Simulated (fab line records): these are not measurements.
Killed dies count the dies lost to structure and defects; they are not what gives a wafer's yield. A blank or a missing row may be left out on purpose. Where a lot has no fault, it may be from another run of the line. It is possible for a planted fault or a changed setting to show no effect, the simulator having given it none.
Chamber matching || flow n5Finfet || N5_MOL_CONTACT_COAG_CMP_28 on cmp-02 has 4 sister chambers
The step polishes, stops on SiNx, t overpolish 0.85 s, target thk 14.522 nm. 4 wafers are shown with their chamber, then 7 later ones without.

== WAFERS PAIRED WITH THEIR CHAMBERS ==
{"wafer": "L082.4", "chamber": 0, "motorCurrentA (A)": 12.8}
{"wafer": "L083.1", "chamber": 2, "motorCurrentA (A)": 12.6}
{"wafer": "L087.1", "chamber": 1, "motorCurrentA (A)": 11.7}
{"wafer": "L087.3", "chamber": 3, "motorCurrentA (A)": 11.9}

== WAFERS MISSING THEIR CHAMBER ==
{"wafer": "L087.5", "motorCurrentA (A)": 12.0}
{"wafer": "L088.2", "motorCurrentA (A)": 13.4}
{"wafer": "L088.3", "motorCurrentA (A)": 12.1}
{"wafer": "L088.4", "motorCurrentA (A)": 12.1}
{"wafer": "L095.2", "motorCurrentA (A)": 12.3}
{"wafer": "L095.3", "motorCurrentA (A)": 12.2}
{"wafer": "L095.6", "motorCurrentA (A)": 13.0}

== WHICH CHAMBER EACH WENT THROUGH ==
{"wafer": "L087.5", "from the rows above": "can't be placed: 3 or 1 or 2", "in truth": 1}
{"wafer": "L088.2", "from the rows above": "can't be placed: 0 or 2", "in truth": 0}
{"wafer": "L088.3", "from the rows above": "can't be placed: 3 or 1 or 2 or 0", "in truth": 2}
{"wafer": "L088.4", "from the rows above": "can't be placed: 3 or 1 or 2 or 0", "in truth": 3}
{"wafer": "L095.2", "from the rows above": "can't be placed: 2 or 3 or 0 or 1", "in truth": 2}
{"wafer": "L095.3", "from the rows above": "can't be placed: 3 or 2 or 1 or 0", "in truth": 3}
{"wafer": "L095.6", "from the rows above": "can't be placed: 0 or 2", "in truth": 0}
Correct placement for 0 of the 7. These rows do not allow placing 7 (true chamber among the candidates in 7). 0 placed wrongly.
How it was worked out, from the rows above alone: a wafer's distance from a chamber is the root of the sum, over the readings, of the square of ((its reading less the chamber's mean) divided by the reading's scatter). The wafer belongs to the nearest chamber; if the next one is less than 2 further off, it can't be placed. Each chamber's mean is taken over the wafers shown for it. The scatter (one wafer shown for each chamber): square how far every hidden wafer sits from the nearest shown wafer, average those squares and take the square root.
